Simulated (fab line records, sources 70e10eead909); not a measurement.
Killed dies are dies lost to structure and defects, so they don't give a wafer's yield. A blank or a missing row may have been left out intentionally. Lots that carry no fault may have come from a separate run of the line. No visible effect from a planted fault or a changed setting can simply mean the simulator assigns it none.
Chamber matching	flow nand harc	NHARC_A_STAIRCASE_DESCUM_186 on rie diel-13: 4 sister chambers
The step chemistry O2, time 3 s. 18 wafers are shown with their chamber, then 9 later ones without.

== WAFERS PAIRED WITH THEIR CHAMBERS ==
wafer	chamber	drypump motor current A (A)	oes product au (a.u.)	rf vpp V (V)
L074.2	3	6.1	0.983	58.1
L074.4	2	5.0	0.989	56.4
L074.6	2	5.0	0.986	58.0
L077.3	2	5.0	0.991	56.6
L077.5	2	5.0	0.990	58.2
L077.6	1	6.0	0.986	58.6
L082.3	1	6.0	0.980	57.3
L082.4	0	6.2	1.021	56.1
L082.5	2	5.0	0.975	57.3
L081.1	0	6.2	1.027	57.3
L081.4	3	6.1	0.989	59.2
L081.5	3	6.1	0.987	58.5
L083.2	2	5.0	0.976	55.4
L083.3	0	6.2	1.009	56.8
L083.5	2	5.0	0.983	57.6
L084.1	0	6.1	1.012	57.9
L084.2	3	6.1	0.999	59.2
L084.6	0	6.1	1.015	57.6

SIGNATURES (averages over the wafers above)
reading	chamber 0	chamber 1	chamber 2	chamber 3	scatter within a chamber
drypump motor current A	6.160	6.000	5.000	6.100	0.0293
oes product au	1.01680	0.98300	0.98429	0.98950	0.00668
rf vpp V	57.140	57.950	57.071	58.750	0.832
Rule: for each reading, subtract the chamber's mean from the wafer's reading, divide by that reading's scatter and square the result; add these up over the readings and take the root, which gives the wafer's distance from the chamber. If the next closest chamber is less than 2 further off than the closest, the wafer can't be placed; otherwise it belongs to the closest. The scatter: the root of (the sum of the squares of (reading less its chamber's mean) over the shown wafers, divided by (wafers less chambers)).

== WAFERS WHOSE CHAMBER IS MISSING ==
wafer	drypump motor current A (A)	oes product au (a.u.)	rf vpp V (V)
L091.2	5.0	0.980	58.1
L091.3	6.2	0.999	57.4
L091.5	6.2	0.982	57.4
L092.3	5.0	0.998	56.7
L092.5	5.0	0.984	58.5
L092.6	6.0	0.989	57.8
L094.2	6.2	0.986	59.1
L094.3	6.0	0.980	56.5
L094.5	5.0	0.979	58.8

== WHICH CHAMBER EACH ONE RAN IN ==
wafer	from the rows above	in truth
L091.2	2	2
L091.3	can't be placed: 0 or 3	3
L091.5	can't be placed: 3 or 0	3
L092.3	2	2
L092.5	2	2
L092.6	1	1
L094.2	can't be placed: 3 or 0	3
L094.3	1	1
L094.5	2	2
Correct placement for 6 of the 9. Not placeable from these rows: 3 (in 3, the candidates include the true chamber). Placed wrongly: 0.
